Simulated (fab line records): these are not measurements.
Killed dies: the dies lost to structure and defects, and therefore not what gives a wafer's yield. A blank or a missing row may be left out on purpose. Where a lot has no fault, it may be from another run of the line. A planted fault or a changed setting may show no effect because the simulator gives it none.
Lot-split experiment / flow n5 finfet / route with 1938 steps; 7 lots, 39 wafers read

## THE SPLIT ITSELF
At N5_FIN_CUT_CUT_ETCH_26 (etches SiNx in CH3F/O2, target depth 39 nm, time 55.7 s), the setting time s was moved away from the recipe's 55.7 s on 18 of the 39 wafers read, by -22.2% to +14.4%. For the rest of the wafers, this setting stayed at what the recipe calls for.

## FROM THE SPLIT TO THE READING: what the file shows between them, 2 steps
- N5_FIN_CUT_CUT_ETCH_27: etches SiO2 in CHF3/O2, target depth 4 nm, overetch 2 nm, time 4.9 s
- N5_FIN_CUT_PRECLEAN_35: cleans in vHF, time 13.3 s

## THE READING
SOC_of_FIN_CUT_COAT_18.thk nm (the simulator's own value, which no gauge read), in nm, at N5_FIN_CUT_CUT_ETCH_15 (etches Si in HBr/Cl2/O2, target depth 100 nm, bt time 10 s, time 42.4 s). The file does not state a usual value for it. Across the 21 wafers here that went through the recipe, the average is 170.6 nm and the standard deviation 0.81 nm.

wafer=L075.1; tool, chamber at the split=rie diel-02, 1; time s as run, s=55.7; against the recipe=recipe; SOC_of_FIN_CUT_COAT_18.thk nm, nm=172.4; against lot-mates on the recipe=-
wafer=L075.2; tool, chamber at the split=rie diel-02, 0; time s as run, s=55.7; against the recipe=recipe; SOC_of_FIN_CUT_COAT_18.thk nm, nm=172; against lot-mates on the recipe=-
wafer=L075.3; tool, chamber at the split=rie diel-02, 2; time s as run, s=55.7; against the recipe=recipe; SOC_of_FIN_CUT_COAT_18.thk nm, nm=170.2; against lot-mates on the recipe=-
wafer=L076.1; tool, chamber at the split=rie diel-02, 3; time s as run, s=63.72; against the recipe=+14.4%; SOC_of_FIN_CUT_COAT_18.thk nm, nm=167.6; against lot-mates on the recipe=-2.9
wafer=L076.2; tool, chamber at the split=rie diel-02, 0; time s as run, s=55.7; against the recipe=recipe; SOC_of_FIN_CUT_COAT_18.thk nm, nm=171.8; against lot-mates on the recipe=-
wafer=L076.3; tool, chamber at the split=rie diel-02, 1; time s as run, s=63.72; against the recipe=+14.4%; SOC_of_FIN_CUT_COAT_18.thk nm, nm=168.4; against lot-mates on the recipe=-2.1
wafer=L076.4; tool, chamber at the split=rie diel-02, 2; time s as run, s=55.7; against the recipe=recipe; SOC_of_FIN_CUT_COAT_18.thk nm, nm=169.4; against lot-mates on the recipe=-
wafer=L076.5; tool, chamber at the split=rie diel-02, 1; time s as run, s=63.72; against the recipe=+14.4%; SOC_of_FIN_CUT_COAT_18.thk nm, nm=168; against lot-mates on the recipe=-2.5
wafer=L076.6; tool, chamber at the split=rie diel-02, 0; time s as run, s=55.7; against the recipe=recipe; SOC_of_FIN_CUT_COAT_18.thk nm, nm=170.4; against lot-mates on the recipe=-
wafer=L079.1; tool, chamber at the split=rie diel-03, 0; time s as run, s=48.09; against the recipe=-13.7%; SOC_of_FIN_CUT_COAT_18.thk nm, nm=172.4; against lot-mates on the recipe=+1.5
wafer=L079.2; tool, chamber at the split=rie diel-03, 3; time s as run, s=55.7; against the recipe=recipe; SOC_of_FIN_CUT_COAT_18.thk nm, nm=170.2; against lot-mates on the recipe=-
wafer=L079.3; tool, chamber at the split=rie diel-03, 1; time s as run, s=48.09; against the recipe=-13.7%; SOC_of_FIN_CUT_COAT_18.thk nm, nm=173.8; against lot-mates on the recipe=+2.9
wafer=L079.4; tool, chamber at the split=rie diel-03, 2; time s as run, s=55.7; against the recipe=recipe; SOC_of_FIN_CUT_COAT_18.thk nm, nm=170.6; against lot-mates on the recipe=-
wafer=L079.5; tool, chamber at the split=rie diel-03, 1; time s as run, s=48.09; against the recipe=-13.7%; SOC_of_FIN_CUT_COAT_18.thk nm, nm=174; against lot-mates on the recipe=+3.1
wafer=L079.6; tool, chamber at the split=rie diel-03, 0; time s as run, s=55.7; against the recipe=recipe; SOC_of_FIN_CUT_COAT_18.thk nm, nm=171.8; against lot-mates on the recipe=-
wafer=L080.1; tool, chamber at the split=rie diel-03, 0; time s as run, s=62.47; against the recipe=+12.2%; SOC_of_FIN_CUT_COAT_18.thk nm, nm=168.6; against lot-mates on the recipe=-1.3
wafer=L080.2; tool, chamber at the split=rie diel-03, 1; time s as run, s=55.7; against the recipe=recipe; SOC_of_FIN_CUT_COAT_18.thk nm, nm=169.4; against lot-mates on the recipe=-
wafer=L080.3; tool, chamber at the split=rie diel-03, 3; time s as run, s=62.47; against the recipe=+12.2%; SOC_of_FIN_CUT_COAT_18.thk nm, nm=167.4; against lot-mates on the recipe=-2.5
wafer=L080.4; tool, chamber at the split=rie diel-03, 2; time s as run, s=55.7; against the recipe=recipe; SOC_of_FIN_CUT_COAT_18.thk nm, nm=170.2; against lot-mates on the recipe=-
wafer=L080.5; tool, chamber at the split=rie diel-03, 3; time s as run, s=55.7; against the recipe=recipe; SOC_of_FIN_CUT_COAT_18.thk nm, nm=170.2; against lot-mates on the recipe=-
wafer=L080.6; tool, chamber at the split=rie diel-03, 2; time s as run, s=62.47; against the recipe=+12.2%; SOC_of_FIN_CUT_COAT_18.thk nm, nm=167.2; against lot-mates on the recipe=-2.7
wafer=L082.1; tool, chamber at the split=rie diel-04, 0; time s as run, s=55.7; against the recipe=recipe; SOC_of_FIN_CUT_COAT_18.thk nm, nm=170.6; against lot-mates on the recipe=-
wafer=L082.6; tool, chamber at the split=rie diel-04, 0; time s as run, s=55.7; against the recipe=recipe; SOC_of_FIN_CUT_COAT_18.thk nm, nm=170.6; against lot-mates on the recipe=-
wafer=L082.2; tool, chamber at the split=rie diel-04, 3; time s as run, s=44.32; against the recipe=-20.4%; SOC_of_FIN_CUT_COAT_18.thk nm, nm=172.8; against lot-mates on the recipe=+2.3
wafer=L082.3; tool, chamber at the split=rie diel-04, 1; time s as run, s=44.32; against the recipe=-20.4%; SOC_of_FIN_CUT_COAT_18.thk nm, nm=173; against lot-mates on the recipe=+2.5
wafer=L082.4; tool, chamber at the split=rie diel-04, 2; time s as run, s=44.32; against the recipe=-20.4%; SOC_of_FIN_CUT_COAT_18.thk nm, nm=175.8; against lot-mates on the recipe=+5.3
wafer=L082.5; tool, chamber at the split=rie diel-04, 3; time s as run, s=55.7; against the recipe=recipe; SOC_of_FIN_CUT_COAT_18.thk nm, nm=170.4; against lot-mates on the recipe=-
wafer=L095.1; tool, chamber at the split=rie diel-04, 0; time s as run, s=44.85; against the recipe=-19.5%; SOC_of_FIN_CUT_COAT_18.thk nm, nm=174.2; against lot-mates on the recipe=+3.4
wafer=L095.2; tool, chamber at the split=rie diel-04, 3; time s as run, s=55.7; against the recipe=recipe; SOC_of_FIN_CUT_COAT_18.thk nm, nm=170.4; against lot-mates on the recipe=-
wafer=L095.3; tool, chamber at the split=rie diel-04, 1; time s as run, s=44.85; against the recipe=-19.5%; SOC_of_FIN_CUT_COAT_18.thk nm, nm=174.4; against lot-mates on the recipe=+3.6
wafer=L095.4; tool, chamber at the split=rie diel-04, 2; time s as run, s=55.7; against the recipe=recipe; SOC_of_FIN_CUT_COAT_18.thk nm, nm=170.8; against lot-mates on the recipe=-
wafer=L095.5; tool, chamber at the split=rie diel-04, 2; time s as run, s=44.85; against the recipe=-19.5%; SOC_of_FIN_CUT_COAT_18.thk nm, nm=175; against lot-mates on the recipe=+4.2
wafer=L095.6; tool, chamber at the split=rie diel-04, 1; time s as run, s=55.7; against the recipe=recipe; SOC_of_FIN_CUT_COAT_18.thk nm, nm=171.2; against lot-mates on the recipe=-
wafer=L097.1; tool, chamber at the split=rie diel-03, 3; time s as run, s=55.7; against the recipe=recipe; SOC_of_FIN_CUT_COAT_18.thk nm, nm=169.4; against lot-mates on the recipe=-
wafer=L097.2; tool, chamber at the split=rie diel-03, 1; time s as run, s=55.7; against the recipe=recipe; SOC_of_FIN_CUT_COAT_18.thk nm, nm=170.2; against lot-mates on the recipe=-
wafer=L097.3; tool, chamber at the split=rie diel-03, 2; time s as run, s=55.7; against the recipe=recipe; SOC_of_FIN_CUT_COAT_18.thk nm, nm=170.2; against lot-mates on the recipe=-
wafer=L097.4; tool, chamber at the split=rie diel-03, 0; time s as run, s=43.34; against the recipe=-22.2%; SOC_of_FIN_CUT_COAT_18.thk nm, nm=174.2; against lot-mates on the recipe=+4.3
wafer=L097.5; tool, chamber at the split=rie diel-03, 2; time s as run, s=43.34; against the recipe=-22.2%; SOC_of_FIN_CUT_COAT_18.thk nm, nm=174.2; against lot-mates on the recipe=+4.3
wafer=L097.6; tool, chamber at the split=rie diel-03, 1; time s as run, s=43.34; against the recipe=-22.2%; SOC_of_FIN_CUT_COAT_18.thk nm, nm=173.6; against lot-mates on the recipe=+3.7

FIT RESULTS
A straight line over all 39 wafers: SOC_of_FIN_CUT_COAT_18.thk nm changes by -0.182 nm for each +1% of time s; r = -0.93; the points scatter about the line by 0.85 nm.
The same after taking each lot's own level away (the mean of its wafers on the recipe; 39 wafers): -0.179 nm for each +1%; r = -0.95; scatter 0.7 nm.
That fit puts the effect of the largest move of time s on the reading at 4 nm.
Measured against the standard deviation above, the lots' own levels, which go from 169.93 to 171.53 nm, span 2.0 times it.
Consequently the slope shifts little with the lot-to-lot level, the two slopes agreeing.
Check: +3.96 nm against its lot-mates is what the line predicts for one of the wafers moved furthest among these (-22.2%) when that wafer is left out of the fit. It came out at +4.27 nm against them.

## THE OTHER SPLITS THESE WAFERS WENT THROUGH
Note: prior to the reading, these wafers also went through further splits. Each is held against what the fit with the lots' levels taken away leaves over:
other split on the same wafers=N5_FIN_SAQP_ETCH_52 source w; wafers away from the commonest value=12; r with SOC_of_FIN_CUT_COAT_18.thk nm (lot level and that fit taken away)=-0.08
other split on the same wafers=N5_FIN_SAQP_SPACER2_ALD_28 target thk a; wafers away from the commonest value=9; r with SOC_of_FIN_CUT_COAT_18.thk nm (lot level and that fit taken away)=-0.28

## THE WHOLE CHAIN: every reading that the file lists as answering this split, in the file's order
step=N5_FIN_CUT_CUT_ETCH_26; what it does=etches SiNx in CH3F/O2, target depth 39 nm, time 55.7 s; reading=etch.depth nm (the simulator's own value, which no gauge read); change (the file's fit)=+0.398 nm for each +1% of the setting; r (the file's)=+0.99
step=N5_FIN_CUT_CUT_ETCH_26; what it does=etches SiNx in CH3F/O2, target depth 39 nm, time 55.7 s; reading=SOC_of_FIN_CUT_COAT_18.thk nm (the simulator's own value, which no gauge read); change (the file's fit)=-0.191 nm for each +1% of the setting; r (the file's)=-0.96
step=N5_FIN_CUT_CUT_ETCH_15; what it does=etches Si in HBr/Cl2/O2, target depth 100 nm, bt time 10 s, time 42.4 s; reading=SOC_of_FIN_CUT_COAT_18.thk nm (the simulator's own value, which no gauge read); change (the file's fit)=-0.18 nm for each +1% of the setting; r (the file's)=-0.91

## FILE'S OWN FIT
SOC_of_FIN_CUT_COAT_18.thk nm changes by -0.18 nm for each +1% of time s, r = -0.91.
